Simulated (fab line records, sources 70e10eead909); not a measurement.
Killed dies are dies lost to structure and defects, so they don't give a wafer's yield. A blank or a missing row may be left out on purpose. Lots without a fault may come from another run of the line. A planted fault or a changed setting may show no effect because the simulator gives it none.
fab line records | flow nand_harc
record lots=12 wafers=36 last_day=33
route steps=1302 shown P_CONTACT@249 P_M0@266
lots that met no fault: from a run of the same line without faults
start_h: hours from the record's first day to the start of the lot's first wafer shown | wait_h: hours since the lot's step before | " the same as in the row above | L1.1+2: a row that stands for several wafers | - no value, or no start given | * or withheld: withheld | < > ~ a bound
route shown NAME@n: a module of which the file shows steps, and the number in the route of the first | usual: mean/standard deviation of fault-free wafers | same: alike in all rows | chamber/n: place in a boat | sites: the reading at each site | _std_site: their standard deviation | _edge_site: outer sites' mean less inner sites' | radius_mm: how far each site lies from the wafer's centre | mask NAME#n: copy n | behind: the tool/chamber that last shaped the wafer | hold: why the lot was held/for how many hours/how that ended | device: the transistor (n, p or np) that didn't switch | end of line: the same wafers' tests at the end of the route | a step without rows: its recipe alone | killed: dies lost to structure and defects at the first sort, not the wafer's yield | map: a wafer's dies, x killed, . not, _ none there
set.NAME: the setting as run; set.NAME@STEP: as run at that earlier step | model.NAME: the simulator's own value behind a step, which no gauge read
steps of the route over a sample of lots; a table a step, a row a wafer
services: from which hour (start_h, from the record's first day; less than 0 if before it) a tool's chamber was out of use, for how many hours, and why
## steps
# step NHARC_P_CONTACT_CMP_24
# recipe t_overpolish_s=30 target_thk_nm=200
# usual motor_current_A=11.9/0.86 overpolish_run_s=30.000/0.0089 time_to_endpoint_s=41/3.4
# columns lot.wafer tool chamber start_h wait_h motor_current_A overpolish_run_s time_to_endpoint_s
L161.1 cmp-02 3 149.15 0.6 12.8 29.997 39
L161.4 " 0 " " 12.3 30.002 38
L161.6 " 1 " " 12.3 29.994 47
L162.4 cmp-02 0 150.37 0.5 12.1 30.003 38
L162.6 " 0 " " 11.5 29.990 39
L162.5 " 1 " " 12.2 30.017 49
L163.2 cmp-02 2 164.41 0.5 10.9 29.994 41
L163.1 " 3 " " 13.1 30.005 40
L163.5 " 1 " " 12.0 30.008 46
L164.3 cmp-03 3 170.76 0.4 13.7 29.997 37
L164.2 " 0 " " 13.2 29.986 42
L164.6 " 2 " " 11.4 30.006 35
L165.4 cmp-01 1 181.76 0.4 10.7 29.992 42
L165.1 " 0 " " 12.0 29.991 41
L165.6 " 1 " " 10.7 30.012 40
L174.2 cmp-01 2 264.07 0.6 10.6 30.005 43
L174.4 " 0 " " 11.3 29.991 43
L174.3 " 1 " " 11.4 29.995 40
L175.4 cmp-03 3 282.87 0.4 13.3 30.002 46
L175.3 " 2 " " 11.1 29.989 40
L175.5 " 0 " " 12.4 30.010 45
L177.4 cmp-01 0 298.80 0.4 12.1 29.986 41
L177.1 " 1 " " 10.8 30.010 40
L177.5 " 2 " " 11.2 30.005 45
L179.3 cmp-02 1 326.61 0.4 12.6 30.004 48
L179.2 " 2 " " 10.8 29.998 44
L179.5 " 1 " " 12.0 29.994 50
L180.4 cmp-01 0 326.90 0.3 11.8 29.994 42
L180.3 " 1 " " 10.7 29.991 39
L180.5 " 1 " " 11.5 30.001 43
L181.3 cmp-03 0 340.85 0.3 13.3 30.012 44
L181.1 " 1 " " 12.6 30.000 43
L181.5 " 3 " " 13.1 30.012 44
L182.4 cmp-03 2 348.79 0.4 11.3 29.994 39
L182.2 " 1 " " 11.9 30.004 44
L182.6 " 2 " " 10.8 29.999 37
# step NHARC_P_M0_DESCUM_14
# recipe time_s=3 o2_flow_sccm=200 ar_flow_sccm=0 bias_power_w=0 chemistry=O2
# usual drypump_motor_current_A=5.5/0.42 oes_product_au=1.002/0.011 rf_vpp_V=57.8/0.86 showerhead_plenum_p_Torr=1.92/0.074 throttle_valve_pct=11.310/0.0092
# columns lot.wafer tool chamber start_h wait_h drypump_motor_current_A oes_product_au rf_hours_counter_h rf_vpp_V showerhead_plenum_p_Torr throttle_valve_pct
L161.1 rie_diel-05 0 150.59 0.1 5.5 1.015 15 58.0 1.89 11.317
L161.4 " 1 " " 5.5 1.012 14 58.3 2.03 11.306
L161.6 " 0 " " 5.5 1.000 - 57.4 1.89 11.312
L162.4 rie_diel-03 3 151.75 0.1 5.4 1.022 11 57.9 1.85 11.310
L162.5 " 1 " " 6.2 1.005 - 57.1 1.79 11.301
L162.6 " 2 " " 5.2 1.008 - 58.0 2.02 11.325
L163.1 rie_diel-05 0 165.72 0.1 5.5 1.011 18 57.3 1.89 11.305
L163.2 " 2 " " 5.8 0.984 16 58.0 1.93 11.308
L163.5 " 0 " " 5.5 1.002 - 57.1 1.89 11.304
L164.3 rie_diel-05 1 172.11 0.1 5.5 1.007 19 57.9 2.03 11.321
L164.2 " 2 " " 5.8 0.985 17 58.0 1.92 11.320
L164.6 " 1 " " 5.5 1.002 - 56.5 2.03 11.305
L165.1 rie_diel-05 2 183.25 0.1 5.8 0.985 19 58.4 1.92 11.320
L165.4 " 1 " " 5.5 1.019 22 57.6 2.03 11.319
L165.6 " 2 " " 5.8 0.999 - 57.5 1.92 11.323
L174.3 rie_diel-05 2 265.58 0.1 5.8 0.983 1 58.0 1.92 11.304
L174.2 " 0 " " 5.5 0.998 1 57.8 1.89 11.312
L174.4 " 0 " " 5.5 0.991 - 56.8 1.88 11.315
L175.3 rie_diel-05 1 284.39 0.1 5.5 1.014 3 58.0 2.02 11.328
L175.4 " 2 " " 5.8 0.991 2 58.5 1.92 11.293
L175.5 " 2 " " 5.8 0.991 - 58.4 1.92 11.304
L177.1 rie_diel-05 3 300.26 0.1 5.0 0.995 5 56.3 1.85 11.310
L177.4 " 0 " " 5.5 0.993 6 58.2 1.88 11.301
L177.5 " 1 " " 5.5 1.024 - 58.5 2.02 11.306
L179.2 rie_diel-05 3 328.10 0.1 4.9 1.003 10 58.7 1.85 11.301
L179.3 " 0 " " 5.5 0.997 12 57.2 1.88 11.303
L179.5 " 1 " " 5.5 1.009 - 58.5 2.02 11.304
L180.4 rie_diel-05 0 328.39 0.1 5.5 0.993 12 57.5 1.88 11.324
L180.3 " 3 " " 4.9 0.986 10 57.8 1.85 11.314
L180.5 " 1 " " 5.5 1.010 - 58.0 2.02 11.312
L181.3 rie_diel-03 1 342.32 0.1 6.2 1.008 16 56.8 1.77 11.308
L181.1 " 3 " " 5.4 1.016 20 56.4 1.83 11.302
L181.5 " 1 " " 6.2 1.022 - 56.3 1.77 11.308
L182.4 rie_diel-05 2 350.30 0.1 5.8 0.985 11 59.2 1.92 11.304
L182.2 " 3 " " 4.9 0.992 13 57.5 1.85 11.315
L182.6 " 0 " " 5.5 0.995 - 57.7 1.88 11.313
# step NHARC_P_M0_ETCH_34
# recipe target_depth_a=400 overetch_a=120 time_s=43.94 ion_energy_ev=200 n2_flow_sccm=150 h2_flow_sccm=150 ar_flow_sccm=0 rf_w=400 bias_w=150 chemistry=N2/H2
# usual bias_w=149.9/0.45 drypump_motor_current_A=5.5/0.43 oes_product_au=1.001/0.0095 rf_fwd_power_W=395.7/1.7 rf_vpp_V=430.4/2.2 showerhead_plenum_p_Torr=2.04/0.076 throttle_valve_pct=14.171/0.0081
# columns lot.wafer tool chamber start_h wait_h bias_w drypump_motor_current_A oes_product_au rf_fwd_power_W rf_hours_counter_h rf_vpp_V showerhead_plenum_p_Torr throttle_valve_pct
L161.4 rie_diel-05 2 150.68 0.1 149.3 5.8 0.977 395.7 13 430.4 2.05 14.167
L161.1 " 1 " " 149.4 5.5 1.003 394.2 14 434.0 2.17 14.169
L161.6 " 3 " " 150.4 4.9 0.990 394.2 - 428.9 1.98 14.173
L162.4 rie_diel-03 3 151.84 0.1 150.5 5.3 1.013 395.1 11 427.7 1.97 14.174
L162.6 " 1 " " 149.1 6.2 1.006 395.1 - 426.5 1.91 14.190
L162.5 " 2 " " 149.6 5.2 1.007 395.6 - 432.5 2.16 14.169
L163.2 rie_diel-05 3 165.81 0.1 149.7 4.9 1.003 394.9 14 428.9 1.98 14.181
L163.1 " 2 " " 149.7 5.8 0.987 396.3 16 432.1 2.05 14.165
L163.5 " 0 " " 150.7 5.5 1.000 399.4 - 430.3 2.01 14.167
L164.3 rie_diel-05 3 172.19 0.1 150.1 4.9 1.005 395.0 15 428.3 1.98 14.171
L164.2 " 0 " " 148.8 5.5 0.848 397.0 20 429.9 2.01 14.170
L164.6 " 3 " " 149.2 4.9 1.006 393.4 - 429.3 1.98 14.161
L165.1 rie_diel-05 0 183.33 0.1 150.2 5.5 0.841 396.3 22 429.8 2.01 14.175
L165.4 " 1 " " 149.5 5.5 1.018 393.3 22 434.3 2.16 14.173
L165.6 " 1 " " 150.6 5.5 1.003 394.5 - 434.0 2.16 14.170
L174.2 rie_diel-05 1 265.67 0.1 149.6 5.5 1.010 393.0 1 434.7 2.16 14.180
L174.3 " 2 " " 150.9 5.8 0.995 396.3 1 430.7 2.05 14.192
L174.4 " 0 " " 150.1 5.5 1.002 397.1 - 427.9 2.01 14.167
L175.3 rie_diel-05 0 284.48 0.1 149.3 5.5 0.991 394.7 3 430.0 2.01 14.156
L175.4 " 1 " " 150.3 5.5 1.006 396.3 3 433.7 2.16 14.206
L175.5 " 3 " " 150.3 4.9 0.994 395.0 - 429.2 1.98 14.170
L177.1 rie_diel-05 3 300.33 0.1 149.5 4.9 0.998 396.5 5 431.0 1.98 14.160
L177.4 " 1 " " 150.0 5.5 1.010 392.5 6 434.3 2.16 14.165
L177.5 " 3 " " 149.3 4.9 1.001 394.6 - 428.6 1.98 14.173
L179.2 rie_diel-05 2 328.17 0.1 150.3 5.8 0.994 395.5 9 431.3 2.05 14.154
L179.3 " 1 " " 150.1 5.5 1.017 397.9 12 433.5 2.16 14.172
L179.5 " 3 " " 150.4 4.9 1.004 394.7 - 429.7 1.97 14.159
L180.3 rie_diel-05 1 328.49 0.1 149.6 5.5 1.017 397.0 12 433.8 2.16 14.186
L180.4 " 2 " " 148.9 5.8 0.998 396.8 9 430.4 2.05 14.169
L180.5 " 0 " " 150.4 5.5 0.998 397.8 - 429.2 2.01 14.185
L181.1 rie_diel-03 0 342.41 0.1 149.8 6.3 1.003 396.7 18 427.7 1.97 14.173
L181.3 " 2 " " 150.4 5.2 0.990 394.8 20 433.0 2.14 14.176
L181.5 " 3 " " 150.2 5.4 0.996 394.7 - 428.2 1.95 14.172
L182.2 rie_diel-05 2 350.37 0.1 150.4 5.8 0.998 397.2 11 430.6 2.04 14.182
L182.4 " 1 " " 150.0 5.5 1.011 397.1 14 434.3 2.16 14.162
L182.6 " 3 " " 150.3 4.9 1.003 396.4 - 428.2 1.97 14.162
# step NHARC_P_M0_PVD_20
# recipe target_thk_a=50 bias_v=168.6 power_w=15000 chamber_pressure_pa=0.12 time_s=8.06 substrate_temp_c=50 material=TaN
# usual throttle_valve_pct=29.8/0.86
# columns lot.wafer tool chamber start_h wait_h throttle_valve_pct
L161.4 pvd_sputter-01 - - - 28.0
L161.1 " - " " 29.7
L161.6 " - " " 28.0
L162.4 pvd_sputter-01 - - - 27.8
L162.6 " - " " 28.1
L162.5 " - " " 29.6
L163.1 pvd_sputter-03 - - - 28.8
L163.2 " - " " 30.0
L163.5 " - " " 28.6
L164.2 pvd_sputter-01 - - - 28.0
L164.3 " - " " 29.8
L164.6 " - " " 29.6
L165.4 pvd_sputter-01 - - - 28.1
L165.1 " - " " 29.7
L165.6 " - " " 28.2
L174.4 pvd_sputter-02 - - - 28.9
L174.2 " - " " 30.1
L174.3 " - " " 31.0
L175.4 pvd_sputter-02 - - - 30.7
L175.3 " - " " 30.9
L175.5 " - " " 31.0
L177.1 pvd_sputter-01 - - - 30.3
L177.4 " - " " 28.6
L177.5 " - " " 29.3
L179.2 pvd_sputter-03 - - - 29.8
L179.3 " - " " 30.1
L179.5 " - " " 30.0
L180.4 pvd_sputter-02 - - - 31.3
L180.3 " - " " 29.7
L180.5 " - " " 31.1
L181.3 pvd_sputter-03 - - - 30.1
L181.1 " - " " 28.6
L181.5 " - " " 28.5
L182.4 pvd_sputter-02 - - - 30.1
L182.2 " - " " 31.2
L182.6 " - " " 29.6
## services
# columns tool chamber start_h hours kind
cmp-03 - 126.32 1.5 repair
cmp-01 - 130.18 1.8 repair
cmp-02 - 134.50 4.0 pm
cmp-03 - 148.25 2.8 repair
cmp-03 - 162.00 4.0 pm
pvd_sputter-01 - 162.41 0.5 repair
rie_diel-03 1 173.72 6.8 repair
cmp-03 - 176.68 0.5 repair
cmp-03 - 182.11 1.8 repair
cmp-01 - 185.50 4.0 pm
cmp-02 - 186.69 2.6 repair
cmp-01 - 190.25 1.1 repair
cmp-01 - 195.74 0.4 repair
cmp-02 - 232.50 4.0 pm
rie_diel-05 1 234.06 6.6 repair
rie_diel-05 - 237.82 0.6 repair
pvd_sputter-01 - 239.15 10.0 pm
rie_diel-03 2 249.87 12.2 repair
cmp-01 - 249.89 5.4 repair
rie_diel-05 - 252.25 9.0 pm
cmp-03 - 260.00 4.0 pm
rie_diel-05 3 263.37 3.2 repair
rie_diel-05 - 267.07 1.0 repair
rie_diel-05 2 320.37 6.9 repair
## key
first_sign step=NHARC_P_M0_ETCH_34 reading=oes_product_au direction=down sigmas=16 usual=1.001 struck=0.845
effect none on later readings
met_at NHARC_P_M0_ETCH_34
struck_lots L164,L165
struck_wafers L164.2,L165.1
not_acting_at NHARC_P_CONTACT_CMP_24,NHARC_P_M0_DESCUM_14,NHARC_P_M0_PVD_20
onset_between 165.81 172.19
fault kind=process_parameter_drift tool=rie_diel-05 chamber=0 onset_h=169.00 steps=NHARC_P_M0_ETCH_34 channel=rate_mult offset=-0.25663 shape=step end_h=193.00
